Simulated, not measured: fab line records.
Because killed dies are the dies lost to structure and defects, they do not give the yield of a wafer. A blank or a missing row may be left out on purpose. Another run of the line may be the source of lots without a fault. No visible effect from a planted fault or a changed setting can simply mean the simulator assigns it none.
Split-lot trial ; flow n5Finfet ; on a route of 1938 steps: 7 lots, 21 wafers read

## SPLIT DETAILS
At N5_BEOL_M7_ILD_DEP_00 (deposits SiCOH lowk from DEMS/porogen, target thk 179.75 nm, time 33.4 s), the setting timeS was moved away from the recipe's 33.4 s on 4 of the 21 wafers read, by -14.0% to -6.6%. For the rest of the wafers, this setting stayed at what the recipe calls for.

## BETWEEN THE SPLIT AND THE READING: the file shows 1 step in between
- N5_BEOL_M7_CURE_74: cures SiCOH lowk, time 240 s

## THE READING
M7_ILD_THK at N5_BEOL_M7_THK_MEAS_01, in nm. Fault-free wafers of this fab line usually give 154.0 nm, standard deviation 1.9 nm.

wafer;tool, chamber at the split;timeS as run, s;against the recipe;M7_ILD_THK, nm;against lot-mates on the recipe
L079.2;pecvd-02, 2;31.18;-6.6%;142.7;-9.8
L079.5;pecvd-02, 2;33.4;recipe;152.5;-
L079.6;pecvd-02, 0;31.18;-6.6%;143.7;-8.8
L080.1;pecvd-02, 0;33.4;recipe;153.4;-
L080.5;pecvd-02, 1;33.4;recipe;156.4;-
L080.6;pecvd-02, 2;33.4;recipe;154.7;-
L083.1;pecvd-02, 2;33.4;recipe;150.2;-
L083.2;pecvd-02, 1;33.4;recipe;150.8;-
L083.4;pecvd-02, 0;33.4;recipe;153.8;-
L088.2;pecvd-02, 2,1;33.4;recipe;150.7;-
L088.3;pecvd-02, 2,1;33.4;recipe;150.8;-
L088.5;pecvd-02, 2;33.4;recipe;151.7;-
L092.2;pecvd-03, 0;33.4;recipe;153.5;-
L092.5;pecvd-03, 2;33.4;recipe;154.9;-
L092.6;pecvd-03, 1;33.4;recipe;156.4;-
L095.1;pecvd-02, 0;28.72;-14.0%;132.5;-21.4
L095.3;pecvd-02, 2;33.4;recipe;152.5;-
L095.6;pecvd-02, 1;33.4;recipe;155.4;-
L097.2;pecvd-04, 1;33.4;recipe;151.7;-
L097.3;pecvd-04, 0;33.4;recipe;151.7;-
L097.6;pecvd-04, 2;28.94;-13.4%;139.4;-12.3
If several chambers appear in one row, that row covers several wafers at once and the file leaves open which wafer was in which chamber.

FIT RESULTS
A straight line over all 21 wafers: M7_ILD_THK changes by +1.29 nm for each +1% of timeS; r = +0.94; the points scatter about the line by 2.1 nm.
The same after taking each lot's own level away (the mean of its wafers on the recipe; 21 wafers): +1.27 nm for each +1%; r = +0.96; scatter 1.7 nm.
On that fit, the largest move of timeS shifts the reading by 18 nm.
Across the lots, their own levels run from 151.07 to 154.93 nm, a range of 2.0 times the standard deviation given above.
The two slopes are in agreement: the lot-to-lot level therefore moves the slope only a little.
Check: -15.1 nm against its lot-mates is what the line predicts for one of the wafers moved furthest among these (-14.0%) when that wafer is left out of the fit. Against them it came out at -21.4 nm.

## THE WHOLE CHAIN: every reading that the file lists as answering this split, in the file's order
step;what it does;reading;change (the file's fit);r (the file's)
N5_BEOL_M7_ILD_DEP_00;deposits SiCOH lowk from DEMS/porogen, target thk 179.75 nm, time 33.4 s;SiCOH_lowk_of_BEOL_M7_ILD_DEP_00.thkNm (the simulator's own value, which no gauge read);+1.44 nm for each +1% of the setting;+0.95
N5_BEOL_M7_CURE_74;cures SiCOH lowk, time 240 s;SiCOH_lowk_of_BEOL_M7_ILD_DEP_00.thkNm (the simulator's own value, which no gauge read);+1.25 nm for each +1% of the setting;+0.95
N5_BEOL_M7_THK_MEAS_01;;M7_ILD_THK;+1.25 for each +1% of the setting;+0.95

## THE FILE'S OWN FIT
M7_ILD_THK changes by +1.25 nm for each +1% of timeS, r = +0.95.
